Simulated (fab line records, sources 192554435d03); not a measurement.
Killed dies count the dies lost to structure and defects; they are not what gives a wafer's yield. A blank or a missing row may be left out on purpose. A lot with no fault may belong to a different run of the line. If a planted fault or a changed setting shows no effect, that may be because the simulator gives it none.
Chamber matching + flow n5_finfet + 4 sister chambers for N5_BEOL_M13_ETCH_59 on rie_diel-02
The step etches BARC in N2/H2, target depth 89 nm, overetch 26.7 nm, time 67.9 s. 4 wafers are shown with their chamber, then 10 later ones without.

== WAFERS WITH THEIR CHAMBER ==
| wafer  | chamber | showerhead_plenum_p_Torr (Torr) |
|--------|---------|---------------------------------|
| L085.6 | 1       | 2.40                            |
| L088.3 | 3       | 2.41                            |
| L087.2 | 0       | 2.56                            |
| L087.3 | 2       | 2.70                            |

== WAFERS MISSING THEIR CHAMBER ==
| wafer  | showerhead_plenum_p_Torr (Torr) |
|--------|---------------------------------|
| L087.6 | 2.70                            |
| L090.1 | 2.70                            |
| L090.3 | 2.39                            |
| L090.5 | 2.70                            |
| L092.1 | 2.56                            |
| L092.3 | 2.70                            |
| L092.4 | 2.39                            |
| L097.2 | 2.41                            |
| L097.4 | 2.69                            |
| L097.5 | 2.69                            |

== EACH ONE'S CHAMBER ==
| wafer  | from the rows above     | in truth |
|--------|-------------------------|----------|
| L087.6 | 2                       | 2        |
| L090.1 | 2                       | 2        |
| L090.3 | can't be placed: 1 or 3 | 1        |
| L090.5 | 2                       | 2        |
| L092.1 | 0                       | 0        |
| L092.3 | 2                       | 2        |
| L092.4 | can't be placed: 1 or 3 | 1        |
| L097.2 | can't be placed: 3 or 1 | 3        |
| L097.4 | 2                       | 2        |
| L097.5 | 2                       | 2        |
Placed correctly: 7 of 10. From these rows, 3 cannot be placed; in 3 the true chamber is one of the candidates. 0 placed wrongly.
How it was worked out, from the rows above alone: a wafer's distance from a chamber is the root of the sum, over the readings, of the square of ((its reading less the chamber's mean) divided by the reading's scatter). The wafer belongs to the nearest chamber; if the next one is less than 2 further off, it can't be placed. A chamber's mean is the mean of its shown wafers. The scatter (one wafer shown for each chamber): square how far every hidden wafer sits from the nearest shown wafer, average those squares and take the square root.
